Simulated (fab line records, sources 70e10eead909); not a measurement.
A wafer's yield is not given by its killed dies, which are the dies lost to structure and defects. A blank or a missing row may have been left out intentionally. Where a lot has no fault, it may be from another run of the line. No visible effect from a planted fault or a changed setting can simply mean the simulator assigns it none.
fab line records    flow nandHarc
record: lots: 6  wafers: 18  lastDay: 32
route steps=1302 shown THIN_TSV@1257 END@1302
lots that met no fault: from a run of the same line without faults
startH: hours from the record's first day to the start of the lot's first wafer shown    waitH: hours from the lot's prior step to this one    " the same as in the row above    L1.1+2: a row that stands for several wafers    - either no value or no given start    * or withheld: withheld    < > ~ a bound
route shown NAME@n: NAME is a module with steps in the file, n the number in the route of the first one    usual: mean and standard deviation over wafers with no fault    same: alike in all rows    chamber/n: place in a boat    sites: the reading at each site    _std_site: their standard deviation    _edge_site: inner sites' mean taken away from outer sites' mean    radiusMm: for every site, how far away it sits from the centre of the wafer    mask NAME#n: copy n    behind: tool/chamber where the wafer was last shaped    hold: why the lot was held/for how many hours/how that ended    device: the transistor (n, p or np) that didn't switch    end of line: the route-end tests of the same wafers    a step without rows: its recipe alone    killed: at the first sort, the dies lost to defects and structure; wafer yield is something else    map: per-die view of a wafer (x killed, . not killed, _ where there is no die)
set.NAME: setting as actually run; set.NAME@STEP: the setting as run at that earlier step    model.NAME: the simulator's own value behind a step, which no gauge read
lots at selected steps of the route; one table per step, one row per wafer
services: a tool's chamber out of use, with start hour (startH, from the record's first day; less than 0 if before it), hours out, and reason
== steps ==
step: NHARC_THIN_TSV_PEB_10
recipe: pebTempC: 118  pebTimeS: 85
step: NHARC_THIN_TSV_DEVELOP_11
recipe: timeS: 70
step: NHARC_THIN_TSV_CD_MEAS_12
recipe: targetCdNm: 1000  landingEnergyEv: 500
usual: cdNm: 1001.1/3
same: landingEnergyEv: 500
lot.wafer  tool      chamber  startH  waitH  cdNm
L748.2     cdSem-02  0        624.80  -      999.8
L748.3     "         0        "       "      1007.1
L748.6     "         0        "       "      1004.7
L747.1     cdSem-03  0        626.12  -      1001.3
L747.4     "         0        "       "      998.3
L747.5     "         0        "       "      996.0
L752.2     cdSem-02  0        674.73  -      1002.8
L752.5     "         0        "       "      1001.5
L752.6     "         0        "       "      1006.4
L753.3     cdSem-02  0        678.64  -      999.4
L753.4     "         0        "       "      1001.9
L753.5     "         0        "       "      1000.1
L757.1     cdSem-02  0        728.18  -      1001.6
L757.2     "         0        "       "      1001.4
L757.3     "         0        "       "      998.5
L760.2     cdSem-02  0        748.54  -      1002.8
L760.3     "         0        "       "      1001.1
L760.6     "         0        "       "      1000.0
step: NHARC_THIN_TSV_HARDBAKE_13
recipe: tempC: 125  timeS: 80
step: NHARC_THIN_TSV_DESCUM_14
recipe: timeS: 3  o2FlowSccm: 200  arFlowSccm: 0  biasPowerW: 0  chemistry: O2
usual: chamberPressureMTorr: 60.00/0.054  drypumpMotorCurrentA: 5.7/0.43  oesProductAu: 1.003/0.015  rfVppV: 57.9/0.89  showerheadPlenumPTorr: 1.92/0.059  throttleValvePct: 11.312/0.0084
lot.wafer  tool        chamber  startH  waitH  chamberPressureMTorr  drypumpMotorCurrentA  oesProductAu  rfHoursCounterH  rfVppV  showerheadPlenumPTorr  throttleValvePct
L748.2     rieDiel-07  0        624.97  -      60.00                 6.0                   1.021         8.7              57.2    1.83                   11.307
L748.3     "           1        "       "      60.00                 5.2                   1.008         8.4              58.2    1.90                   11.307
L748.6     "           2        "       "      60.05                 5.9                   1.004         -                57.5    1.89                   11.313
L747.1     rieDiel-10  0        626.29  -      60.04                 5.6                   1.018         0.8              58.4    1.96                   11.297
L747.5     "           3        "       "      60.01                 6.4                   1.024         -                60.3    2.00                   11.324
L747.4     "           0        "       "      60.04                 5.5                   1.025         -                58.4    1.96                   11.310
L752.2     rieDiel-10  3        674.90  -      60.01                 6.4                   1.005         3.9              56.7    2.00                   11.290
L752.5     "           1        "       "      59.99                 5.4                   0.975         -                56.9    1.89                   11.322
L752.6     "           2        "       "      60.02                 5.7                   0.994         -                55.9    1.84                   11.321
L753.4     rieDiel-07  3        678.79  -      59.99                 5.3                   1.017         0.6              59.0    1.93                   11.316
L753.3     "           2        "       "      60.03                 5.9                   1.014         0.7              57.5    1.89                   11.300
L753.5     "           0        "       "      59.97                 6.0                   1.002         -                58.5    1.83                   11.321
L757.2     rieDiel-10  2        728.34  -      60.05                 5.7                   0.993         4.8              58.3    1.84                   11.314
L757.3     "           0        "       "      60.05                 5.6                   1.015         6.8              58.3    1.96                   11.327
L757.1     "           1        "       "      60.02                 5.4                   0.978         6.4              57.6    1.88                   11.324
L760.3     rieDiel-10  0        748.70  -      59.95                 5.6                   1.023         7.8              57.1    1.96                   11.315
L760.2     "           2        "       "      59.98                 5.7                   0.992         5.9              57.4    1.84                   11.317
L760.6     "           1        "       "      60.01                 5.4                   0.994         -                59.2    1.88                   11.305
step: NHARC_THIN_TSV_ETCH_44
recipe: targetDepthA: 15942  timeS: 797.1  cf4FlowSccm: 150  o2FlowSccm: 10  arFlowSccm: 0  rfW: 300  biasW: 800  chemistry: CF4/O2
usual: chamberPressureMTorr: 29.998/0.026  drypumpMotorCurrentA: 5.7/0.45  oesProductAu: 1.001/0.016  rfFwdPowerW: 299.7/0.87  rfVppV: 795/3.2  showerheadPlenumPTorr: 1.84/0.051  throttleValvePct: 16.915/0.0086
lot.wafer  tool        chamber  startH  waitH  chamberPressureMTorr  drypumpMotorCurrentA  oesProductAu  rfFwdPowerW  rfHoursCounterH  rfVppV  showerheadPlenumPTorr  throttleValvePct
L748.2     rieDiel-07  3        625.09  0.1    29.971                5.3                   1.001         299.1        9.9              795     1.85                   16.912
L748.3     "           1        "       "      29.988                5.2                   1.005         299.0        8.6              794     1.82                   16.915
L748.6     "           2        "       "      29.994                5.9                   0.998         298.9        -                793     1.81                   16.912
L747.1     rieDiel-10  0        626.53  0.2    30.002                5.6                   1.013         300.8        1.0              797     1.88                   16.904
L747.4     "           1        "       "      30.056                5.4                   0.992         299.7        -                793     1.81                   16.925
L747.5     "           0        "       "      30.026                5.6                   1.022         300.1        -                797     1.88                   16.909
L752.2     rieDiel-10  0        674.97  0.1    30.019                5.6                   1.014         299.1        3.5              796     1.88                   16.919
L752.6     "           0        "       "      30.006                5.6                   1.022         299.5        -                798     1.88                   16.920
L752.5     "           1        "       "      29.989                5.4                   0.988         298.8        -                792     1.81                   16.902
L753.4     rieDiel-07  0        678.99  0.2    29.995                6.0                   0.995         300.4        0.8              788     1.75                   16.909
L753.3     "           1        "       "      30.012                5.2                   0.977         298.9        0.9              793     1.82                   16.903
L753.5     "           3        "       "      29.982                5.4                   1.014         300.3        -                795     1.84                   16.912
L757.3     rieDiel-10  0        728.44  0.1    30.021                5.6                   1.005         300.8        6.9              796     1.88                   16.922
L757.1     "           1        "       "      30.011                5.4                   0.979         301.2        6.5              792     1.81                   16.927
L757.2     "           2        "       "      30.004                5.7                   0.990         299.3        4.9              792     1.77                   16.925
L760.3     rieDiel-10  0        748.84  0.1    29.997                5.6                   1.007         299.3        7.9              797     1.88                   16.900
L760.2     "           1        "       "      30.002                5.4                   0.977         299.5        7.5              792     1.81                   16.920
L760.6     "           3        "       "      30.004                6.4                   0.997         298.8        -                800     1.91                   16.918
step: NHARC_THIN_TSV_ETCH_15
recipe: targetDepthA: 30000  boschTargetOveretchCycles: 2  boschEtchStepS: 2.8  boschDepStepS: 1.2  boschCycles: 14
usual: drypumpMotorCurrentA: 5.8/0.43
same: boschEtchStepS: 2.8
lot.wafer  tool      chamber  startH  waitH  drypumpMotorCurrentA  rfHoursCounterH
L748.2     rieSi-06  0        625.63  -      5.1                   0.1
L748.3     "         1        "       "      6.2                   0.1
L748.6     "         2        "       "      6.0                   -
L747.1     rieSi-05  0        627.07  -      5.8                   0.9
L747.4     "         3        "       "      5.8                   0.9
L747.5     "         1        "       "      6.0                   -
L752.2     rieSi-03  2        675.54  -      6.4                   0.5
L752.6     "         2        "       "      6.3                   -
L752.5     "         1        "       "      5.5                   -
L753.3     rieSi-05  1        679.45  -      6.0                   0.1
L753.5     "         1        "       "      5.9                   -
L753.4     "         3        "       "      5.8                   -
L757.1     rieSi-06  2        729.14  -      6.0                   0.7
L757.3     "         3        "       "      5.8                   0.7
L757.2     "         0        "       "      5.0                   0.7
L760.3     rieSi-06  2        749.35  -      6.0                   0.8
L760.2     "         0        "       "      5.0                   0.8
L760.6     "         3        "       "      5.9                   -
step: NHARC_THIN_TSV_CD_MEAS_16
usual: cdNm: 1001/3.3
lot.wafer  tool      chamber  startH  waitH  cdNm
L748.2     cdSem-02  -        625.75  0.1    1001
L748.3     "         -        "       "      1008
L748.6     "         -        "       "      1005
L747.1     cdSem-02  -        627.21  0.1    1001
L747.4     "         -        "       "      998
L747.5     "         -        "       "      994
L752.2     cdSem-03  -        675.71  0.2    1001
L752.5     "         -        "       "      1001
L752.6     "         -        "       "      1006
L753.3     cdSem-02  -        679.62  0.2    998
L753.4     "         -        "       "      1000
L753.5     "         -        "       "      1000
L757.1     cdSem-03  -        729.27  0.1    1000
L757.2     "         -        "       "      1000
L757.3     "         -        "       "      998
L760.2     cdSem-02  -        749.50  0.1    1001
L760.3     "         -        "       "      1000
L760.6     "         -        "       "      999
step: NHARC_THIN_TSV_STRIP_45
recipe: powerW: 1500  tempC: 250  chemistry: O2
usual: drypumpMotorCurrentA: 6.0/0.37  heaterPowerW: 316/23
lot.wafer  tool            chamber  startH  waitH  drypumpMotorCurrentA  heaterPowerW  rfHoursCounterH
L748.2     plasmaAsher-02  0        625.87  0.1    6.5                   325           3
L748.3     "               1        "       "      5.5                   276           -
L748.6     "               0        "       "      6.4                   313           -
L747.1     plasmaAsher-02  1        627.28  0.1    5.5                   279           3
L747.4     "               0        "       "      6.4                   330           -
L747.5     "               0        "       "      6.4                   326           -
L752.2     plasmaAsher-01  1        675.78  0.1    5.7                   321           31
L752.6     "               1        "       "      5.7                   328           -
L752.5     "               0        "       "      6.2                   344           -
L753.3     plasmaAsher-02  1        679.78  0.2    5.5                   286           -
L753.4     "               0        "       "      6.4                   328           -
L753.5     "               0        "       "      6.4                   324           -
L757.2     plasmaAsher-01  1        729.34  0.1    5.7                   321           6
L757.1     "               0        "       "      6.2                   327           6
L757.3     "               1        "       "      5.7                   324           -
L760.2     plasmaAsher-02  0        749.57  0.1    6.4                   327           29
L760.3     "               1        "       "      5.6                   286           -
L760.6     "               1        "       "      5.5                   278           -
step: NHARC_THIN_TSV_STRIP_46
recipe: timeS: 1200  tempC: 72.5  chemistry: postEtchResidueRemover
step: NHARC_THIN_TSV_DEP_47
recipe: targetThkA: 2000  tempC: withheld  pressureTorr: 6.5  rfW: 900  teosFlowSccm: 161.4  flowSccm: 2650  targetThkNm: 200  gas: O2  material: SiO2
usual: chamberPressureTorr: 6.501/0.016  mfcPrecursorSccm: 161.4/0.47  rfFwdPowerW: 898.5/2.9  throttleValvePct: 15.9/0.61
lot.wafer  tool      chamber  startH  waitH  chamberPressureTorr  mfcPrecursorSccm  rfFwdPowerW  throttleValvePct
L748.2     pecvd-04  0        626.67  -      6.503                160.9             897.9        16.9
L748.3     "         1        "       "      6.477                161.1             894.7        16.5
L748.6     "         1        "       "      6.508                161.9             901.0        16.3
L747.1     pecvd-04  1        628.15  -      6.512                161.2             900.1        16.3
L747.4     "         1        "       "      6.509                161.5             897.6        16.0
L747.5     "         2        "       "      6.511                161.8             896.4        14.6
L752.2     pecvd-02  0        676.68  -      6.502                161.5             898.1        16.0
L752.5     "         2        "       "      6.489                161.2             898.1        14.9
L752.6     "         0        "       "      6.532                162.4             895.3        16.2
L753.3     pecvd-02  1        680.48  -      6.499                161.1             899.0        16.1
L753.4     "         1        "       "      6.511                161.0             897.9        16.0
L753.5     "         0        "       "      6.487                161.1             896.6        16.1
L757.3     pecvd-04  1        730.32  -      6.504                161.2             898.0        16.0
L757.1     "         2        "       "      6.501                161.2             891.1        15.5
L757.2     "         0        "       "      6.496                160.9             900.6        16.2
L760.2     pecvd-02  0        750.42  -      6.485                161.6             904.3        16.1
L760.3     "         1        "       "      6.501                161.6             898.7        16.2
L760.6     "         0        "       "      6.470                161.0             902.8        16.2
step: NHARC_THIN_TSV_ETCHBACK_48
recipe: targetDepthA: 10285  overEtchFrac: 0.3  timeS: 405.17  ionEnergyEv: 250  c4f8FlowSccm: withheld  arFlowSccm: withheld  rfW: 600  biasW: 300  chemistry: C4F8/Ar
step: NHARC_THIN_TSV_STRIP_62
recipe: powerW: 1500  tempC: 250  timeS: 20  chemistry: N2/H2
usual: drypumpMotorCurrentA: 6.0/0.33  heaterPowerW: 322/18
lot.wafer  tool            chamber  startH  waitH  drypumpMotorCurrentA  heaterPowerW  rfHoursCounterH
L748.2     plasmaAsher-01  0        627.40  -      -                     -             -
L748.3     "               0        "       "      -                     -             -
L748.6     "               1        "       "      -                     -             -
L747.1     plasmaAsher-02  1        628.89  -      -                     -             -
L747.4     "               1        "       "      -                     -             -
L747.5     "               1        "       "      -                     -             -
L752.2     plasmaAsher-02  0        677.34  -      6.4                   319           14
L752.6     "               0        "       "      6.5                   313           -
L752.5     "               1        "       "      5.6                   282           -
L753.3     plasmaAsher-01  0        681.30  -      6.2                   342           -
L753.4     "               1        "       "      5.7                   317           -
L753.5     "               0        "       "      6.2                   342           -
L757.1     plasmaAsher-01  0        731.08  -      6.2                   327           6
L757.2     "               1        "       "      5.7                   321           6
L757.3     "               1        "       "      5.7                   317           -
L760.2     plasmaAsher-01  0        751.16  -      6.2                   331           10
L760.3     "               1        "       "      5.7                   330           -
L760.6     "               1        "       "      5.7                   331           -
step: NHARC_THIN_TSV_DEGAS_49
recipe: tempC: 300  timeS: 120
step: NHARC_END_SORT_01
recipe: tempC: 25
usual: defectLimitedYield: 89.9/2.9  killedAtArray: 64/20  killedAtOther: 0.7/1.1  killedAtPeriphery: 3.6/2.7  killedDies: 68/20  killedOpen: 2.8/1.9  killedShort: 2.3/1.5
same: grossDies: 677
lot.wafer  tool       chamber  startH  waitH  defectLimitedYield[%]  killedAtArray  killedAtOther  killedAtPeriphery  killedDies  killedOpen  killedShort
L748.2     prober-01  0        638.46  2.8    83.2                   106            6              2                  114         6           6
L748.3     prober-01  0        639.26  3.1    81.8                   109            7              7                  123         6           4
L748.6     prober-01  0        641.66  4.0    85.2                   92             7              1                  100         7           3
L747.1     prober-02  0        645.55  2.5    85.2                   88             11             1                  100         12          3
L747.4     prober-02  0        647.98  3.4    87.3                   81             4              1                  86          4           2
L747.5     prober-02  0        648.79  3.7    86.1                   85             7              2                  94          14          2
L757.1     prober-01  0        746.02  2.5    87.9                   78             0              4                  82          1           1
L757.2     prober-01  0        746.82  2.8    88.8                   71             0              5                  76          2           1
L757.3     prober-01  0        747.62  3.1    86.9                   87             0              2                  89          2           1
L760.2     prober-02  0        768.62  2.8    92.3                   50             0              2                  52          3           0
L760.3     prober-02  0        769.42  3.1    91.9                   50             0              5                  55          2           3
L760.6     prober-02  0        771.81  4.0    90.5                   60             0              4                  64          1           4
killed by level:class
L748.2 A_CHANNEL_HOLE_D1:chamberFilmFlake=36 A_CHANNEL_HOLE_D2:chamberFilmFlake=33 A_SLIT:chamberFilmFlake=24 THIN_TSV:geometricParticle:open=4 A_WL_FILL:chamberFilmFlake=4 A_ONON_D1:geometricParticle:short=1 A_CHANNEL_FILL_D1:geometricParticle:short=1 A_CHANNEL_FILL_D1:geometricParticle:open=1
L748.3 A_CHANNEL_HOLE_D1:chamberFilmFlake=36 A_CHANNEL_HOLE_D2:chamberFilmFlake=35 A_SLIT:chamberFilmFlake=26 THIN_TSV:geometricParticle:open=6 P_BONDPAD:chamberFilmFlake=6 A_STAIRCASE:chamberFilmFlake=4 A_ONON_D1:geometricParticle:short=3 A_CONTACT:chamberFilmFlake=3
L748.6 A_SLIT:chamberFilmFlake=31 A_CHANNEL_HOLE_D2:chamberFilmFlake=26 A_CHANNEL_HOLE_D1:chamberFilmFlake=24 THIN_TSV:geometricParticle:open=4 A_CONTACT:chamberFilmFlake=3 THIN_TSV:geometricParticle:short=2 A_STAIRCASE:chamberFilmFlake=2 A_ONON_D2:geometricParticle:short=1
L747.1 A_CHANNEL_HOLE_D1:chamberFilmFlake=35 A_SLIT:chamberFilmFlake=32 THIN_TSV:geometricParticle:open=10 A_CHANNEL_HOLE_D2:chamberFilmFlake=10 A_CONTACT:chamberFilmFlake=3 A_SOURCE_PLATE:geometricParticle:open=1 A_ONON_D2:geometricParticle:short=1 A_CHANNEL_FILL_D2:geometricParticle:short=1
L747.4 A_CHANNEL_HOLE_D1:chamberFilmFlake=41 A_SLIT:chamberFilmFlake=27 A_CHANNEL_HOLE_D2:chamberFilmFlake=6 THIN_TSV:geometricParticle:open=3 A_CONTACT:chamberFilmFlake=3 A_ONON_D1:geometricParticle:short=1 A_BLC:geometricParticle:open=1 THIN_TSV:geometricParticle:short=1
L747.5 A_CHANNEL_HOLE_D1:chamberFilmFlake=30 A_SLIT:chamberFilmFlake=27 A_CHANNEL_HOLE_D2:chamberFilmFlake=7 THIN_TSV:geometricParticle:open=6 A_CONTACT:chamberFilmFlake=4 A_CHANNEL_FILL_D2:chamberFilmFlake=3 A_STAIRCASE:chamberFilmFlake=3 A_M0:geometricParticle:open=2
L757.1 A_CHANNEL_HOLE_D1:chamberFilmFlake=31 A_CHANNEL_HOLE_D2:chamberFilmFlake=29 A_CONTACT:chamberFilmFlake=7 A_STAIRCASE:chamberFilmFlake=6 P_GATE:chamberFilmFlake=2 A_SLIT:chamberFilmFlake=2 A_CHANNEL_FILL_D2:chamberFilmFlake=2 P_M0:geometricParticle:open=1
L757.2 A_CHANNEL_HOLE_D1:chamberFilmFlake=27 A_CHANNEL_HOLE_D2:chamberFilmFlake=24 A_WL_FILL:chamberFilmFlake=6 A_CONTACT:chamberFilmFlake=6 A_SLIT:chamberFilmFlake=5 P_BONDPAD:chamberFilmFlake=2 A_STAIRCASE:chamberFilmFlake=2 P_GATE:geometricParticle:open=1
L757.3 A_CHANNEL_HOLE_D1:chamberFilmFlake=35 A_CHANNEL_HOLE_D2:chamberFilmFlake=28 A_CONTACT:chamberFilmFlake=12 A_SLIT:chamberFilmFlake=6 P_STI:chamberFilmFlake=2 A_WL_FILL:chamberFilmFlake=2 A_ONON_D1:geometricParticle:short=1 A_DECK1_JOINT:geometricParticle:open=1
L760.2 A_CHANNEL_HOLE_D2:chamberFilmFlake=27 A_CHANNEL_HOLE_D1:chamberFilmFlake=10 A_SLIT:chamberFilmFlake=4 A_CHANNEL_FILL_D2:chamberFilmFlake=3 A_ONON_D2:geometricParticle:open=2 A_CONTACT:chamberFilmFlake=2 A_ONON_D1:geometricParticle:open=1 P_STI:chamberFilmFlake=1
L760.3 A_CHANNEL_HOLE_D2:chamberFilmFlake=26 A_CHANNEL_HOLE_D1:chamberFilmFlake=7 A_SLIT:chamberFilmFlake=6 P_GATE:chamberFilmFlake=4 A_CONTACT:chamberFilmFlake=4 A_STAIRCASE:chamberFilmFlake=2 P_CONTACT:geometricParticle:open=1 A_ONON_D1:geometricParticle:short=1
L760.6 A_CHANNEL_HOLE_D2:chamberFilmFlake=26 A_CHANNEL_HOLE_D1:chamberFilmFlake=18 A_SLIT:chamberFilmFlake=8 A_CONTACT:chamberFilmFlake=4 P_GATE:geometricParticle:short=2 A_STAIRCASE:chamberFilmFlake=2 P_M1:geometricParticle:open=1 A_ONON_D2:geometricParticle:short=1
map L747.1 (x killed, . not)
____________.____________
_________.....x._________
_______...x.....x._______
______.............______
_____..............._____
____.................____
____..x..............____
___...................___
___..x....x...........___
__.....................__
__x.................x..__
_....x......x..........._
_x..x.x..........x......_
_......................._
_xxx..x.x.x............._
_..xx....x.............._
..xx..xx.x.x.............
.xxxxx..xxxx..........xxx
.xxxx.x.xx..x............
xxxxx..xxxxx........x....
xx..x.x.xxxxx............
_xxxxxxxxxxxx..........._
_..x.xx..x.x.xx........._
_....xx.x..............._
_......................._
_.x..x..xx.............._
__..............x......__
__....x................__
___..x.............x..___
___x..................___
____.................____
____.................____
_____..............._____
______.............______
_______..........._______
_________......._________
____________.____________
map L748.3 (x killed, . not)
____________.____________
_________......._________
_______..........._______
______.............______
_____..x..x....x...._____
____.xx..xxx.........____
____.........x.......____
___......xxx.xx.......___
___......xxxxx.x......___
__..x....xxxxxx........__
__.......xxxxx.........__
_....x.....xxxx........x_
_x.......xxx...x........_
_xxxx..................._
_.x.x.......x.x........._
_.xxxxx........x........_
..xxxxx..x...............
x.xxxxxx.................
.xxxx.x...........x......
.xxxxx.........x.........
xxxxxxxx................x
_...xxxx................_
_..x.xxxxx.........x...._
_x..xxx................._
_...x..x................_
_..xxx.x...x............_
__.....................__
__...............x.....__
___...................___
___...............x...___
____....x......x..x..____
____x............x...____
_____......x........_____
______.............______
_______..........._______
_________..x.x.._________
____________.____________
== services ==
tool            chamber  startH  hours  kind
rieSi-06        -        603.00  9.0    pm
plasmaAsher-02  -        603.37  9.0    pm
rieDiel-10      2        604.94  7.0    repair
rieDiel-10      0        605.50  -      clean
rieDiel-10      1        605.50  -      clean
rieDiel-10      3        605.50  -      clean
plasmaAsher-02  -        618.41  0.4    repair
rieDiel-10      2        621.59  7.9    repair
rieDiel-10      0        630.00  -      clean
rieDiel-10      1        630.00  -      clean
rieDiel-10      2        630.00  -      clean
pecvd-04        -        631.27  13.0   pm
rieDiel-07      -        648.20  9.0    pm
rieSi-05        -        659.00  9.0    pm
plasmaAsher-02  -        673.09  0.9    repair
rieSi-03        0        673.95  3.8    repair
pecvd-02        -        678.61  0.7    repair
rieSi-05        0        678.75  1.1    repair
rieSi-03        2        685.64  10.2   repair
rieSi-06        2        690.95  1.8    repair
rieSi-05        1        692.64  7.2    repair
plasmaAsher-01  -        696.08  9.0    pm
rieDiel-07      2        702.83  16.4   repair
rieDiel-10      3        716.70  12.4   repair
== key ==
firstSign: step: NHARC_THIN_TSV_STRIP_62  reading: toolRecord  direction: missing
effect: step: NHARC_END_SORT_01  reading: killedAtOther  direction: up  sigmas: 5.5  usual: 0.7  struck: 7
metAt NHARC_THIN_TSV_STRIP_62
struckWafers L747.1,L747.4,L747.5,L748.2,L748.3,L748.6
fault: kind: skippedStepWhole  tool: plasmaAsher-01,plasmaAsher-02  chamber: -  onsetH: 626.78  steps: NHARC_THIN_TSV_STRIP_62  scope: struckLotsOnly
